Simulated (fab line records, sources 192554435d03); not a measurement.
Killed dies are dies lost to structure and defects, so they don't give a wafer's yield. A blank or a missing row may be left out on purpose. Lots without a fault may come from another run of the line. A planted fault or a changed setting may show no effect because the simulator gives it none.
Chamber matching | flow n5_finfet | N5_BEOL_M10_DESCUM_33 on rie_diel-04: 4 sister chambers
The step chemistry O2, time 7.9 s. 4 wafers are shown with their chamber, then 12 later ones without.

WAFERS WITH THEIR CHAMBER
wafer  | chamber | drypump_motor_current_A (A)
L082.6 | 1       | 5.8
L085.1 | 3       | 6.3
L087.4 | 0       | 5.0
L087.5 | 2       | 6.3

WAFERS WITHOUT THEIR CHAMBER
wafer  | drypump_motor_current_A (A)
L090.1 | 5.0
L090.2 | 5.8
L090.3 | 6.3
L090.4 | 6.2
L090.5 | 6.2
L090.6 | 6.3
L097.1 | 6.3
L097.2 | 5.0
L097.3 | 6.3
L097.4 | 5.8
L097.5 | 5.8
L097.6 | 6.2

WHICH CHAMBER EACH WENT THROUGH
wafer  | from the rows above     | in truth
L090.1 | 0                       | 0
L090.2 | 1                       | 1
L090.3 | can't be placed: 2 or 3 | 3
L090.4 | can't be placed: 2 or 3 | 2
L090.5 | can't be placed: 2 or 3 | 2
L090.6 | can't be placed: 2 or 3 | 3
L097.1 | can't be placed: 2 or 3 | 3
L097.2 | 0                       | 0
L097.3 | can't be placed: 2 or 3 | 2
L097.4 | 1                       | 1
L097.5 | 1                       | 1
L097.6 | can't be placed: 2 or 3 | 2
Placed correctly: 5 of 12. Can't be placed from these rows: 7 (the true chamber is among the candidates in 7). Placed wrongly: 0.
How it was worked out, from the rows above alone: a wafer's distance from a chamber is the root of the sum, over the readings, of the square of ((its reading less the chamber's mean) divided by the reading's scatter). The wafer belongs to the nearest chamber; if the next one is less than 2 further off, it can't be placed. A chamber's mean is the mean of its shown wafers. The scatter: with one shown wafer a chamber, the root of the mean of the squares of how far each hidden wafer lies from its nearest shown one.
